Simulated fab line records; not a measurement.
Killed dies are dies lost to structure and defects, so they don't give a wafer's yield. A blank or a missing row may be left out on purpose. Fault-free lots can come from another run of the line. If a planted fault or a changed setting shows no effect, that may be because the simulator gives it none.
A struck lot beside a sound one / flow n5Finfet / 16 steps out of a route of 1938
Sound: the wafers L818.2, L818.3, L818.6. Wafers L822.3, L822.6 were the ones struck. At the end, the cause is stated.
Each step with rows lists, per side, the tool, then ch with its chambers, then its first start. Under that, the readings that differ: sound wafers / struck wafers / difference of the means / sigmas: that difference in standard deviations of wafers without a fault.
alike: words and numbers the same on both sides, and readings whose means are apart by under 2 such deviations; not compared: readings that were withheld, readings missing a value for some wafer, numbers with overlapping values and no deviation given by the record, and bounds like >300 which may hide the same value.
A row with sigmas, a row that says differs or no value, or rows on one side alone: a step with any of these is where the two part. When numbers do not overlap yet have no deviation, they are printed without sigmas and do not part them. Lack of a reading on every wafer of one side parts them only where that side has two or more wafers.

first, 6 steps without rows for these wafers: N5_BEOL_M3_COAT_05 (resist thk 30 nm); N5_BEOL_M3_EBR_07; N5_BEOL_M3_SOFTBAKE_06 (time 60 s); N5_BEOL_M3_EXPOSE_08 (exposes mask M3); N5_BEOL_M3_PEB_09 (peb time 60 s); N5_BEOL_M3_DEVELOP_10 (develop time 30 s).
N5_BEOL_M3_CD_MEAS_11: the cd target is 17.05 nm.
  sound on cdSem-02 ch 0, day 7 16:14; struck on cdSem-01 ch 0, day 9 08:17
  alike: cdNm
N5_BEOL_M3_OVL_MEAS_12:
  sound on overlay-01 ch 0, day 7 16:16; struck on overlay-02 ch 0, day 9 08:20
  alike: M3_OVL
N5_BEOL_M3_INSPECT_13: inspects for defects (brightfield).
  sound on defectInspect-02, day 7 16:20; struck on defectInspect-01, day 9 08:23
  alike: rawDefectCount
N5_BEOL_M3_DESCUM_16: chemistry O2, time 7 s.
  sound on rieDiel-04 ch 0,1, day 7 16:22; struck on rieDiel-04 ch 1,3, day 9 08:33
  alike: chamberPressureMTorr, drypumpMotorCurrentA, oesProductAu, rfVppV, showerheadPlenumPTorr, throttleValvePct
  not compared: rfHoursCounterH
N5_BEOL_M3_ETCH_74: etches underlayer in N2/H2, target depth 6.5 nm, time 5.2 s.
  sound on rieDiel-04 ch 0,1, day 7 16:23; struck on rieDiel-04 ch 1,3, day 9 08:35
  alike: chamberPressureMTorr, drypumpMotorCurrentA, etchRfOnTimeS, oesProductAu, rfVppV, showerheadPlenumPTorr, throttleValvePct
  not compared: rfHoursCounterH
N5_BEOL_M3_ETCH_63: etches SiARC in CF4, target depth 15.6 nm, time 26 s.
  sound on rieDiel-04 ch 0,1, day 7 16:25; struck on rieDiel-04 ch 1,3, day 9 08:36
reading=chamberPressureMTorr (mTorr); sound=39.95 39.97 40.00; struck=40.09 40.05; difference=+0.10; sigmas=+3
  alike: drypumpMotorCurrentA, etchRfOnTimeS, oesProductAu, rfVppV, showerheadPlenumPTorr, throttleValvePct
  not compared: rfHoursCounterH
N5_BEOL_M3_ETCH_64: etches SOC in N2/H2, target depth 75 nm, overetch 15 nm, time 112.5 s.
  sound on rieDiel-04 ch 0,1, day 7 16:26; struck on rieDiel-04 ch 1,3, day 9 08:38
reading=model.SiARC_of_BEOL_M3_COAT_62.thkNm (nm); sound=6.8 7 6.8; struck=7.2 7.4; difference=+0.4; sigmas=
reading=model.BEOL_M3.cdOffsetNm (nm); sound=-0.2 -0.2 -0.2; struck=-0.6 -0.4; difference=-0.3; sigmas=
  alike: chamberPressureMTorr, drypumpMotorCurrentA, oesProductAu, rfVppV, showerheadPlenumPTorr, throttleValvePct
  not compared: rfHoursCounterH
then, 1 step without rows for these wafers: N5_BEOL_M3_STRIP_65 (strips in N2/H2).
N5_BEOL_M4_RC_MEAS_101:
  sound on prober-01 ch 0, day 8 08:22; struck on prober-01 ch 0, day 10 08:05
  alike: DIBL_N, DIBL_P, IOFF_N, IOFF_P, ION_N, ION_P, SS_N, SS_P, VT_N, VT_P
-- the record jumps here: 4 days lie between the struck wafers' starts before and after (it left off in module BEOL_M4 and takes up again in module PASSIVATION, whose first step shown is number 1936 of the route) --
N5_PASSIVATION_PROBE_49:
  the record has rows for the struck wafers here (prober-01, day 14 16:58) and none for the sound ones

## WHERE THEY PART
Last at N5_PASSIVATION_PROBE_49 as far as this record goes, first at N5_BEOL_M3_ETCH_63.

WHY: whatever the simulator had introduced
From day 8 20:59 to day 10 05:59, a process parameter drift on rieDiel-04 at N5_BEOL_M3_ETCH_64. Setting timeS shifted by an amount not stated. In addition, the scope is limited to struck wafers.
